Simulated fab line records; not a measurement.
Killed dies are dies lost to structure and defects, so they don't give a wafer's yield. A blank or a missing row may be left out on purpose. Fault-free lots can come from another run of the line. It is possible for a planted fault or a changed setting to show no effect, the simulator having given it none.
fab line records / flow n5_finfet
record: lots: 11 wafers: 33 last_day: 18
route steps=1938 shown BEOL_M13@1714 BEOL_M14@1717
lots that met no fault: taken from a fault-free run of the same line
start_h: the number of hours between the record's first day and the start of the first shown wafer of the lot / wait_h: time in hours since the lot's previous step / " identical to the entry in the row above / L1.1+2: one row covering several wafers at once / - either no value or no given start / * or withheld: withheld / < > ~ a bound
route shown NAME@n: a module of which the file shows steps, and the number in the route of the first / usual: mean/standard deviation taken from wafers without a fault / same: alike in all rows / chamber/n: place in a boat / sites: per-site readings / _std_site: the standard deviation of these / _edge_site: inner sites' mean taken away from outer sites' mean / radius_mm: how far each site lies from the wafer's centre / mask NAME#n: copy n / behind: the most recent tool/chamber to have shaped the wafer / hold: reason for holding the lot/hours on hold/outcome of the hold / device: transistor that didn't switch, given as n, p or np / end of line: the route-end tests of the same wafers / for a step that has no rows: nothing shown but its recipe / killed: dies lost to structure and defects at the first sort, not the wafer's yield / map: the dies of a wafer, with x for killed, . for not killed, _ for no die there
set.NAME: the run value of the setting; set.NAME@STEP: its run value at that earlier step / model.NAME: the simulator's own value behind a step, which no gauge read
steps of the route over a sample of lots; a table a step, a row a wafer
services: a tool's chamber out of use, with start hour (start_h, from the record's first day; less than 0 if before it), hours out, and reason
== steps ==
step: N5_BEOL_M13_RS_MEAS_54
recipe: thk_meas_gauge: four-point-probe reads: Cu_of_BEOL_M13_ECD_47+Ta_of_BEOL_M13_SPUTTER_44+TaN_of_BEOL_M13_SPUTTER_43
usual: M13_RS: 0.0449/0.00057
lot.wafer=L788.1 tool=film_metro-02 chamber=- start_h=244.45 wait_h=0.0 M13_RS[ohm/sq]=0.0453
lot.wafer=L788.3 tool=film_metro-02 chamber=- start_h=244.45 wait_h=0.0 M13_RS[ohm/sq]=0.0440
lot.wafer=L788.6 tool=film_metro-02 chamber=- start_h=244.45 wait_h=0.0 M13_RS[ohm/sq]=0.0445
lot.wafer=L789.1 tool=film_metro-02 chamber=- start_h=248.25 wait_h=0.0 M13_RS[ohm/sq]=0.0445
lot.wafer=L789.4 tool=film_metro-02 chamber=- start_h=248.25 wait_h=0.0 M13_RS[ohm/sq]=0.0441
lot.wafer=L789.5 tool=film_metro-02 chamber=- start_h=248.25 wait_h=0.0 M13_RS[ohm/sq]=0.0445
lot.wafer=L790.2 tool=film_metro-01 chamber=- start_h=263.69 wait_h=0.1 M13_RS[ohm/sq]=0.0460
lot.wafer=L790.3 tool=film_metro-01 chamber=- start_h=263.69 wait_h=0.1 M13_RS[ohm/sq]=0.0448
lot.wafer=L790.6 tool=film_metro-01 chamber=- start_h=263.69 wait_h=0.1 M13_RS[ohm/sq]=0.0453
lot.wafer=L794.2 tool=film_metro-01 chamber=- start_h=276.33 wait_h=0.1 M13_RS[ohm/sq]=0.0453
lot.wafer=L794.3 tool=film_metro-01 chamber=- start_h=276.33 wait_h=0.1 M13_RS[ohm/sq]=0.0451
lot.wafer=L794.4 tool=film_metro-01 chamber=- start_h=276.33 wait_h=0.1 M13_RS[ohm/sq]=0.0443
lot.wafer=L792.1 tool=film_metro-01 chamber=- start_h=277.07 wait_h=0.0 M13_RS[ohm/sq]=0.0453
lot.wafer=L792.2 tool=film_metro-01 chamber=- start_h=277.07 wait_h=0.0 M13_RS[ohm/sq]=0.0446
lot.wafer=L792.6 tool=film_metro-01 chamber=- start_h=277.07 wait_h=0.0 M13_RS[ohm/sq]=0.0448
lot.wafer=L793.1 tool=film_metro-01 chamber=- start_h=278.15 wait_h=0.0 M13_RS[ohm/sq]=0.0452
lot.wafer=L793.3 tool=film_metro-01 chamber=- start_h=278.15 wait_h=0.0 M13_RS[ohm/sq]=0.0441
lot.wafer=L793.5 tool=film_metro-01 chamber=- start_h=278.15 wait_h=0.0 M13_RS[ohm/sq]=0.0438
lot.wafer=L795.1 tool=film_metro-01 chamber=- start_h=289.71 wait_h=0.0 M13_RS[ohm/sq]=0.0454
lot.wafer=L795.3 tool=film_metro-01 chamber=- start_h=289.71 wait_h=0.0 M13_RS[ohm/sq]=0.0444
lot.wafer=L795.6 tool=film_metro-01 chamber=- start_h=289.71 wait_h=0.0 M13_RS[ohm/sq]=0.0444
lot.wafer=L796.2 tool=film_metro-02 chamber=- start_h=295.83 wait_h=0.1 M13_RS[ohm/sq]=0.0448
lot.wafer=L796.3 tool=film_metro-02 chamber=- start_h=295.83 wait_h=0.1 M13_RS[ohm/sq]=0.0453
lot.wafer=L796.6 tool=film_metro-02 chamber=- start_h=295.83 wait_h=0.1 M13_RS[ohm/sq]=0.0444
lot.wafer=L803.2 tool=film_metro-01 chamber=- start_h=325.95 wait_h=0.1 M13_RS[ohm/sq]=0.0451
lot.wafer=L803.4 tool=film_metro-01 chamber=- start_h=325.95 wait_h=0.1 M13_RS[ohm/sq]=0.0451
lot.wafer=L803.6 tool=film_metro-01 chamber=- start_h=325.95 wait_h=0.1 M13_RS[ohm/sq]=0.0445
lot.wafer=L807.1 tool=film_metro-01 chamber=- start_h=370.89 wait_h=0.0 M13_RS[ohm/sq]=0.0444
lot.wafer=L807.3 tool=film_metro-01 chamber=- start_h=370.89 wait_h=0.0 M13_RS[ohm/sq]=0.0456
lot.wafer=L807.4 tool=film_metro-01 chamber=- start_h=370.89 wait_h=0.0 M13_RS[ohm/sq]=0.0445
lot.wafer=L811.1 tool=film_metro-01 chamber=- start_h=405.03 wait_h=0.0 M13_RS[ohm/sq]=0.0447
lot.wafer=L811.4 tool=film_metro-01 chamber=- start_h=405.03 wait_h=0.0 M13_RS[ohm/sq]=0.0434
lot.wafer=L811.6 tool=film_metro-01 chamber=- start_h=405.03 wait_h=0.0 M13_RS[ohm/sq]=0.0451
step: N5_BEOL_M14_THK_MEAS_01
recipe: reads: SiO2_of_BEOL_M14_ILD_DEP_00
usual: M14_ILD_THK: 1118/17
lot.wafer=L788.1 tool=film_metro-01 chamber=- start_h=244.70 wait_h=0.1 M14_ILD_THK[nm]=1123
lot.wafer=L788.3 tool=film_metro-01 chamber=- start_h=244.70 wait_h=0.1 M14_ILD_THK[nm]=1130
lot.wafer=L788.6 tool=film_metro-01 chamber=- start_h=244.70 wait_h=0.1 M14_ILD_THK[nm]=1148
lot.wafer=L789.1 tool=film_metro-02 chamber=- start_h=248.50 wait_h=0.1 M14_ILD_THK[nm]=1118
lot.wafer=L789.4 tool=film_metro-02 chamber=- start_h=248.50 wait_h=0.1 M14_ILD_THK[nm]=1128
lot.wafer=L789.5 tool=film_metro-02 chamber=- start_h=248.50 wait_h=0.1 M14_ILD_THK[nm]=1115
lot.wafer=L790.2 tool=film_metro-02 chamber=- start_h=263.95 wait_h=0.1 M14_ILD_THK[nm]=1110
lot.wafer=L790.3 tool=film_metro-02 chamber=- start_h=263.95 wait_h=0.1 M14_ILD_THK[nm]=1094
lot.wafer=L790.6 tool=film_metro-02 chamber=- start_h=263.95 wait_h=0.1 M14_ILD_THK[nm]=1103
lot.wafer=L794.2 tool=film_metro-01 chamber=- start_h=276.58 wait_h=0.1 M14_ILD_THK[nm]=1103
lot.wafer=L794.3 tool=film_metro-01 chamber=- start_h=276.58 wait_h=0.1 M14_ILD_THK[nm]=1095
lot.wafer=L794.4 tool=film_metro-01 chamber=- start_h=276.58 wait_h=0.1 M14_ILD_THK[nm]=1134
lot.wafer=L792.1 tool=film_metro-02 chamber=- start_h=277.33 wait_h=0.1 M14_ILD_THK[nm]=1098
lot.wafer=L792.2 tool=film_metro-02 chamber=- start_h=277.33 wait_h=0.1 M14_ILD_THK[nm]=1127
lot.wafer=L792.6 tool=film_metro-02 chamber=- start_h=277.33 wait_h=0.1 M14_ILD_THK[nm]=1134
lot.wafer=L793.1 tool=film_metro-01 chamber=- start_h=278.41 wait_h=0.1 M14_ILD_THK[nm]=1142
lot.wafer=L793.3 tool=film_metro-01 chamber=- start_h=278.41 wait_h=0.1 M14_ILD_THK[nm]=1082
lot.wafer=L793.5 tool=film_metro-01 chamber=- start_h=278.41 wait_h=0.1 M14_ILD_THK[nm]=1124
lot.wafer=L795.1 tool=film_metro-02 chamber=- start_h=289.96 wait_h=0.1 M14_ILD_THK[nm]=1119
lot.wafer=L795.3 tool=film_metro-02 chamber=- start_h=289.96 wait_h=0.1 M14_ILD_THK[nm]=1101
lot.wafer=L795.6 tool=film_metro-02 chamber=- start_h=289.96 wait_h=0.1 M14_ILD_THK[nm]=1148
lot.wafer=L796.2 tool=film_metro-02 chamber=- start_h=296.08 wait_h=0.1 M14_ILD_THK[nm]=1112
lot.wafer=L796.3 tool=film_metro-02 chamber=- start_h=296.08 wait_h=0.1 M14_ILD_THK[nm]=1114
lot.wafer=L796.6 tool=film_metro-02 chamber=- start_h=296.08 wait_h=0.1 M14_ILD_THK[nm]=1124
lot.wafer=L803.2 tool=film_metro-02 chamber=- start_h=326.20 wait_h=0.1 M14_ILD_THK[nm]=1101
lot.wafer=L803.4 tool=film_metro-02 chamber=- start_h=326.20 wait_h=0.1 M14_ILD_THK[nm]=1101
lot.wafer=L803.6 tool=film_metro-02 chamber=- start_h=326.20 wait_h=0.1 M14_ILD_THK[nm]=1118
lot.wafer=L807.1 tool=film_metro-02 chamber=- start_h=371.22 wait_h=0.2 M14_ILD_THK[nm]=1085
lot.wafer=L807.3 tool=film_metro-02 chamber=- start_h=371.22 wait_h=0.2 M14_ILD_THK[nm]=1098
lot.wafer=L807.4 tool=film_metro-02 chamber=- start_h=371.22 wait_h=0.2 M14_ILD_THK[nm]=1118
lot.wafer=L811.1 tool=film_metro-01 chamber=- start_h=405.29 wait_h=0.1 M14_ILD_THK[nm]=1122
lot.wafer=L811.4 tool=film_metro-01 chamber=- start_h=405.29 wait_h=0.1 M14_ILD_THK[nm]=1141
lot.wafer=L811.6 tool=film_metro-01 chamber=- start_h=405.29 wait_h=0.1 M14_ILD_THK[nm]=1138
step: N5_BEOL_M14_INSPECT_12
recipe: mode: adi inspect_instrument: macro
usual: raw_defect_count: 2.0/1.4
lot.wafer=L788.1 tool=defect_inspect-01 chamber=- start_h=245.18 wait_h=0.0 raw_defect_count=2
lot.wafer=L788.3 tool=defect_inspect-01 chamber=- start_h=245.18 wait_h=0.0 raw_defect_count=1
lot.wafer=L788.6 tool=defect_inspect-01 chamber=- start_h=245.18 wait_h=0.0 raw_defect_count=5
lot.wafer=L789.1 tool=defect_inspect-02 chamber=- start_h=248.86 wait_h=0.0 raw_defect_count=1
lot.wafer=L789.4 tool=defect_inspect-02 chamber=- start_h=248.86 wait_h=0.0 raw_defect_count=1
lot.wafer=L789.5 tool=defect_inspect-02 chamber=- start_h=248.86 wait_h=0.0 raw_defect_count=1
lot.wafer=L790.2 tool=defect_inspect-01 chamber=- start_h=264.31 wait_h=0.0 raw_defect_count=1
lot.wafer=L790.3 tool=defect_inspect-01 chamber=- start_h=264.31 wait_h=0.0 raw_defect_count=2
lot.wafer=L790.6 tool=defect_inspect-01 chamber=- start_h=264.31 wait_h=0.0 raw_defect_count=1
lot.wafer=L794.2 tool=defect_inspect-01 chamber=- start_h=276.94 wait_h=0.0 raw_defect_count=3
lot.wafer=L794.3 tool=defect_inspect-01 chamber=- start_h=276.94 wait_h=0.0 raw_defect_count=2
lot.wafer=L794.4 tool=defect_inspect-01 chamber=- start_h=276.94 wait_h=0.0 raw_defect_count=1
lot.wafer=L792.1 tool=defect_inspect-01 chamber=- start_h=277.81 wait_h=0.0 raw_defect_count=3
lot.wafer=L792.2 tool=defect_inspect-01 chamber=- start_h=277.81 wait_h=0.0 raw_defect_count=1
lot.wafer=L792.6 tool=defect_inspect-01 chamber=- start_h=277.81 wait_h=0.0 raw_defect_count=2
lot.wafer=L793.1 tool=defect_inspect-02 chamber=- start_h=278.77 wait_h=0.0 raw_defect_count=2
lot.wafer=L793.3 tool=defect_inspect-02 chamber=- start_h=278.77 wait_h=0.0 raw_defect_count=3
lot.wafer=L793.5 tool=defect_inspect-02 chamber=- start_h=278.77 wait_h=0.0 raw_defect_count=1
lot.wafer=L795.1 tool=defect_inspect-02 chamber=- start_h=290.44 wait_h=0.0 raw_defect_count=1
lot.wafer=L795.3 tool=defect_inspect-02 chamber=- start_h=290.44 wait_h=0.0 raw_defect_count=2
lot.wafer=L795.6 tool=defect_inspect-02 chamber=- start_h=290.44 wait_h=0.0 raw_defect_count=2
lot.wafer=L796.2 tool=defect_inspect-02 chamber=- start_h=296.59 wait_h=0.0 raw_defect_count=0
lot.wafer=L796.3 tool=defect_inspect-02 chamber=- start_h=296.59 wait_h=0.0 raw_defect_count=1
lot.wafer=L796.6 tool=defect_inspect-02 chamber=- start_h=296.59 wait_h=0.0 raw_defect_count=1
lot.wafer=L803.2 tool=defect_inspect-01 chamber=- start_h=326.56 wait_h=0.0 raw_defect_count=3
lot.wafer=L803.4 tool=defect_inspect-01 chamber=- start_h=326.56 wait_h=0.0 raw_defect_count=3
lot.wafer=L803.6 tool=defect_inspect-01 chamber=- start_h=326.56 wait_h=0.0 raw_defect_count=1
lot.wafer=L807.1 tool=defect_inspect-01 chamber=- start_h=371.58 wait_h=0.0 raw_defect_count=0
lot.wafer=L807.3 tool=defect_inspect-01 chamber=- start_h=371.58 wait_h=0.0 raw_defect_count=4
lot.wafer=L807.4 tool=defect_inspect-01 chamber=- start_h=371.58 wait_h=0.0 raw_defect_count=1
lot.wafer=L811.1 tool=defect_inspect-02 chamber=- start_h=405.65 wait_h=0.0 raw_defect_count=2
lot.wafer=L811.4 tool=defect_inspect-02 chamber=- start_h=405.65 wait_h=0.0 raw_defect_count=4
lot.wafer=L811.6 tool=defect_inspect-02 chamber=- start_h=405.65 wait_h=0.0 raw_defect_count=1
step: N5_BEOL_M14_ETCH_59
recipe: chemistry: N2/H2 target: BARC target_depth_a: 890 overetch_a: 267 time_s: 67.9 ion_energy_ev: 200 pressure_mtorr: 30 source_w: 840 bias_w: 150 n2_flow_sccm: 200 h2_flow_sccm: 200
usual: drypump_motor_current_A: 5.8/0.41 h2_flow_sccm: 200.0/0.56 oes_product_au: 0.70/0.081 rf_vpp_V: 524.6/2.9 showerhead_plenum_p_Torr: 2.57/0.095 throttle_valve_pct: 17.80/0.29
lot.wafer=L788.1 tool=rie_diel-05 chamber=0 start_h=245.25 wait_h=0.0 drypump_motor_current_A=5.3 h2_flow_sccm=200.1 oes_product_au=0.63 rf_hours_counter_h=183 rf_vpp_V=518.1 showerhead_plenum_p_Torr=2.34 throttle_valve_pct=18.30
lot.wafer=L788.3 tool=rie_diel-05 chamber=2 start_h=245.25 wait_h=0.0 drypump_motor_current_A=5.5 h2_flow_sccm=200.0 oes_product_au=0.81 rf_hours_counter_h=6 rf_vpp_V=530.3 showerhead_plenum_p_Torr=2.71 throttle_valve_pct=17.47
lot.wafer=L788.6 tool=rie_diel-05 chamber=2 start_h=245.25 wait_h=0.0 drypump_motor_current_A=5.5 h2_flow_sccm=200.0 oes_product_au=0.81 rf_hours_counter_h=- rf_vpp_V=527.4 showerhead_plenum_p_Torr=2.71 throttle_valve_pct=17.49
lot.wafer=L789.1 tool=rie_diel-05 chamber=0 start_h=248.95 wait_h=0.0 drypump_motor_current_A=5.3 h2_flow_sccm=200.4 oes_product_au=0.63 rf_hours_counter_h=184 rf_vpp_V=516.7 showerhead_plenum_p_Torr=2.34 throttle_valve_pct=18.29
lot.wafer=L789.4 tool=rie_diel-05 chamber=2 start_h=248.95 wait_h=0.0 drypump_motor_current_A=5.5 h2_flow_sccm=199.6 oes_product_au=0.80 rf_hours_counter_h=8 rf_vpp_V=529.0 showerhead_plenum_p_Torr=2.71 throttle_valve_pct=17.45
lot.wafer=L789.5 tool=rie_diel-05 chamber=1 start_h=248.95 wait_h=0.0 drypump_motor_current_A=6.6 h2_flow_sccm=200.8 oes_product_au=0.77 rf_hours_counter_h=- rf_vpp_V=528.8 showerhead_plenum_p_Torr=2.72 throttle_valve_pct=18.06
lot.wafer=L790.2 tool=rie_diel-01 chamber=0 start_h=264.37 wait_h=0.0 drypump_motor_current_A=5.4 h2_flow_sccm=199.6 oes_product_au=0.66 rf_hours_counter_h=115 rf_vpp_V=524.1 showerhead_plenum_p_Torr=2.56 throttle_valve_pct=17.72
lot.wafer=L790.3 tool=rie_diel-01 chamber=1 start_h=264.37 wait_h=0.0 drypump_motor_current_A=6.1 h2_flow_sccm=199.8 oes_product_au=0.60 rf_hours_counter_h=228 rf_vpp_V=523.8 showerhead_plenum_p_Torr=2.52 throttle_valve_pct=18.24
lot.wafer=L790.6 tool=rie_diel-01 chamber=2 start_h=264.37 wait_h=0.0 drypump_motor_current_A=6.4 h2_flow_sccm=200.1 oes_product_au=0.82 rf_hours_counter_h=- rf_vpp_V=525.2 showerhead_plenum_p_Torr=2.60 throttle_valve_pct=17.36
lot.wafer=L794.2 tool=rie_diel-06 chamber=1 start_h=277.01 wait_h=0.0 drypump_motor_current_A=5.8 h2_flow_sccm=199.9 oes_product_au=0.76 rf_hours_counter_h=18 rf_vpp_V=522.8 showerhead_plenum_p_Torr=2.51 throttle_valve_pct=17.94
lot.wafer=L794.3 tool=rie_diel-06 chamber=2 start_h=277.01 wait_h=0.0 drypump_motor_current_A=5.5 h2_flow_sccm=200.2 oes_product_au=0.58 rf_hours_counter_h=246 rf_vpp_V=520.1 showerhead_plenum_p_Torr=2.40 throttle_valve_pct=18.00
lot.wafer=L794.4 tool=rie_diel-06 chamber=0 start_h=277.01 wait_h=0.0 drypump_motor_current_A=6.0 h2_flow_sccm=199.7 oes_product_au=0.63 rf_hours_counter_h=178 rf_vpp_V=527.6 showerhead_plenum_p_Torr=2.63 throttle_valve_pct=18.00
lot.wafer=L792.1 tool=rie_diel-01 chamber=0 start_h=277.88 wait_h=0.0 drypump_motor_current_A=5.5 h2_flow_sccm=200.3 oes_product_au=0.65 rf_hours_counter_h=120 rf_vpp_V=526.0 showerhead_plenum_p_Torr=2.55 throttle_valve_pct=17.73
lot.wafer=L792.2 tool=rie_diel-01 chamber=2 start_h=277.88 wait_h=0.0 drypump_motor_current_A=6.3 h2_flow_sccm=200.1 oes_product_au=0.81 rf_hours_counter_h=9 rf_vpp_V=524.6 showerhead_plenum_p_Torr=2.60 throttle_valve_pct=17.37
lot.wafer=L792.6 tool=rie_diel-01 chamber=0 start_h=277.88 wait_h=0.0 drypump_motor_current_A=5.5 h2_flow_sccm=200.0 oes_product_au=0.65 rf_hours_counter_h=- rf_vpp_V=526.1 showerhead_plenum_p_Torr=2.55 throttle_valve_pct=17.73
lot.wafer=L793.1 tool=rie_diel-05 chamber=0 start_h=278.85 wait_h=0.0 drypump_motor_current_A=5.3 h2_flow_sccm=200.2 oes_product_au=0.62 rf_hours_counter_h=194 rf_vpp_V=516.3 showerhead_plenum_p_Torr=2.34 throttle_valve_pct=18.31
lot.wafer=L793.3 tool=rie_diel-05 chamber=2 start_h=278.85 wait_h=0.0 drypump_motor_current_A=5.4 h2_flow_sccm=199.2 oes_product_au=0.78 rf_hours_counter_h=18 rf_vpp_V=527.1 showerhead_plenum_p_Torr=2.71 throttle_valve_pct=17.49
lot.wafer=L793.5 tool=rie_diel-05 chamber=1 start_h=278.85 wait_h=0.0 drypump_motor_current_A=6.6 h2_flow_sccm=199.7 oes_product_au=0.77 rf_hours_counter_h=- rf_vpp_V=528.1 showerhead_plenum_p_Torr=2.72 throttle_valve_pct=18.06
lot.wafer=L795.1 tool=rie_diel-01 chamber=2 start_h=290.51 wait_h=0.0 drypump_motor_current_A=6.4 h2_flow_sccm=200.1 oes_product_au=0.78 rf_hours_counter_h=14 rf_vpp_V=525.2 showerhead_plenum_p_Torr=2.60 throttle_valve_pct=17.35
lot.wafer=L795.3 tool=rie_diel-01 chamber=1 start_h=290.51 wait_h=0.0 drypump_motor_current_A=6.1 h2_flow_sccm=199.6 oes_product_au=0.59 rf_hours_counter_h=239 rf_vpp_V=522.3 showerhead_plenum_p_Torr=2.52 throttle_valve_pct=18.26
lot.wafer=L795.6 tool=rie_diel-01 chamber=0 start_h=290.51 wait_h=0.0 drypump_motor_current_A=5.5 h2_flow_sccm=200.2 oes_product_au=0.65 rf_hours_counter_h=- rf_vpp_V=524.7 showerhead_plenum_p_Torr=2.55 throttle_valve_pct=17.72
lot.wafer=L796.2 tool=rie_diel-01 chamber=2 start_h=297.00 wait_h=0.0 drypump_motor_current_A=6.3 h2_flow_sccm=200.9 oes_product_au=0.78 rf_hours_counter_h=16 rf_vpp_V=525.1 showerhead_plenum_p_Torr=2.59 throttle_valve_pct=17.38
lot.wafer=L796.3 tool=rie_diel-01 chamber=3 start_h=297.00 wait_h=0.0 drypump_motor_current_A=5.3 h2_flow_sccm=198.7 oes_product_au=0.82 rf_hours_counter_h=5 rf_vpp_V=521.1 showerhead_plenum_p_Torr=2.51 throttle_valve_pct=17.54
lot.wafer=L796.6 tool=rie_diel-01 chamber=3 start_h=297.00 wait_h=0.0 drypump_motor_current_A=5.3 h2_flow_sccm=198.8 oes_product_au=0.80 rf_hours_counter_h=- rf_vpp_V=522.2 showerhead_plenum_p_Torr=2.51 throttle_valve_pct=17.54
lot.wafer=L803.2 tool=rie_diel-06 chamber=2 start_h=326.63 wait_h=0.0 drypump_motor_current_A=5.6 h2_flow_sccm=179.9 oes_product_au=0.83 rf_hours_counter_h=5 rf_vpp_V=529.0 showerhead_plenum_p_Torr=2.65 throttle_valve_pct=16.97
lot.wafer=L803.4 tool=rie_diel-06 chamber=3 start_h=326.63 wait_h=0.0 drypump_motor_current_A=5.7 h2_flow_sccm=199.7 oes_product_au=0.65 rf_hours_counter_h=179 rf_vpp_V=528.7 showerhead_plenum_p_Torr=2.62 throttle_valve_pct=17.80
lot.wafer=L803.6 tool=rie_diel-06 chamber=3 start_h=326.63 wait_h=0.0 drypump_motor_current_A=5.7 h2_flow_sccm=199.7 oes_product_au=0.64 rf_hours_counter_h=- rf_vpp_V=527.4 showerhead_plenum_p_Torr=2.62 throttle_valve_pct=17.81
lot.wafer=L807.1 tool=rie_diel-01 chamber=2 start_h=371.65 wait_h=0.0 drypump_motor_current_A=6.4 h2_flow_sccm=199.6 oes_product_au=0.74 rf_hours_counter_h=43 rf_vpp_V=525.4 showerhead_plenum_p_Torr=2.58 throttle_valve_pct=17.42
lot.wafer=L807.3 tool=rie_diel-01 chamber=0 start_h=371.65 wait_h=0.0 drypump_motor_current_A=5.5 h2_flow_sccm=200.1 oes_product_au=0.62 rf_hours_counter_h=155 rf_vpp_V=525.1 showerhead_plenum_p_Torr=2.54 throttle_valve_pct=17.79
lot.wafer=L807.4 tool=rie_diel-01 chamber=1 start_h=371.65 wait_h=0.0 drypump_motor_current_A=6.1 h2_flow_sccm=199.6 oes_product_au=0.79 rf_hours_counter_h=9 rf_vpp_V=522.0 showerhead_plenum_p_Torr=2.51 throttle_valve_pct=17.92
lot.wafer=L811.1 tool=rie_diel-01 chamber=2 start_h=405.72 wait_h=0.0 drypump_motor_current_A=6.4 h2_flow_sccm=200.1 oes_product_au=0.73 rf_hours_counter_h=53 rf_vpp_V=525.1 showerhead_plenum_p_Torr=2.58 throttle_valve_pct=17.43
lot.wafer=L811.4 tool=rie_diel-01 chamber=3 start_h=405.72 wait_h=0.0 drypump_motor_current_A=5.3 h2_flow_sccm=199.9 oes_product_au=0.74 rf_hours_counter_h=40 rf_vpp_V=521.3 showerhead_plenum_p_Torr=2.50 throttle_valve_pct=17.59
lot.wafer=L811.6 tool=rie_diel-01 chamber=1 start_h=405.72 wait_h=0.0 drypump_motor_current_A=6.2 h2_flow_sccm=199.4 oes_product_au=0.77 rf_hours_counter_h=- rf_vpp_V=523.0 showerhead_plenum_p_Torr=2.50 throttle_valve_pct=17.96
== services ==
tool=rie_diel-05 chamber=1 start_h=221.26 hours=6.6 kind=repair
tool=rie_diel-01 chamber=2 start_h=235.67 hours=- kind=clean
tool=rie_diel-01 chamber=2 start_h=235.67 hours=- kind=consumable_replace:focus_ring
tool=rie_diel-01 chamber=2 start_h=235.67 hours=13.8 kind=scheduled_down
tool=rie_diel-01 chamber=2 start_h=235.67 hours=13.8 kind=vent_cycle
tool=rie_diel-01 chamber=2 start_h=252.91 hours=7.8 kind=repair
tool=rie_diel-01 chamber=3 start_h=260.69 hours=- kind=clean
tool=rie_diel-01 chamber=3 start_h=260.69 hours=- kind=consumable_replace:focus_ring
tool=rie_diel-01 chamber=3 start_h=260.69 hours=22.1 kind=scheduled_down
tool=rie_diel-01 chamber=3 start_h=260.69 hours=22.1 kind=vent_cycle
tool=rie_diel-06 chamber=2 start_h=288.52 hours=- kind=clean
tool=rie_diel-06 chamber=2 start_h=288.52 hours=- kind=consumable_replace:focus_ring
tool=rie_diel-05 chamber=3 start_h=297.49 hours=- kind=clean
tool=rie_diel-05 chamber=3 start_h=297.49 hours=- kind=consumable_replace:focus_ring
tool=rie_diel-05 chamber=3 start_h=297.49 hours=20.9 kind=scheduled_down
tool=rie_diel-05 chamber=3 start_h=297.49 hours=20.9 kind=vent_cycle
tool=rie_diel-06 chamber=3 start_h=309.61 hours=11.3 kind=repair
tool=rie_diel-01 chamber=1 start_h=318.59 hours=- kind=clean
tool=rie_diel-01 chamber=1 start_h=318.59 hours=- kind=consumable_replace:focus_ring
tool=rie_diel-01 chamber=1 start_h=318.59 hours=20.4 kind=scheduled_down
tool=rie_diel-01 chamber=1 start_h=318.59 hours=20.4 kind=vent_cycle
tool=rie_diel-01 chamber=3 start_h=331.39 hours=3.3 kind=repair
tool=rie_diel-06 chamber=2 start_h=357.44 hours=6.5 kind=repair
tool=rie_diel-05 chamber=3 start_h=367.90 hours=10.7 kind=repair
== key ==
first_sign: step: N5_BEOL_M14_ETCH_59 reading: h2_flow_sccm direction: down sigmas: 36 usual: 200.0 struck: 179.9
effect none on later readings
met_at N5_BEOL_M14_ETCH_59
struck_lots L803
struck_wafers L803.2
not_acting_at N5_BEOL_M13_RS_MEAS_54,N5_BEOL_M14_THK_MEAS_01,N5_BEOL_M14_INSPECT_12
onset_between 277.01 326.63
fault: kind: process_parameter_drift tool: rie_diel-06 chamber: 2 onset_h: 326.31 steps: N5_BEOL_M14_ETCH_59 channel: h2_flow_sccm offset: -20 shape: step end_h: 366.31 acts_in: these_recipes_only stated: 200
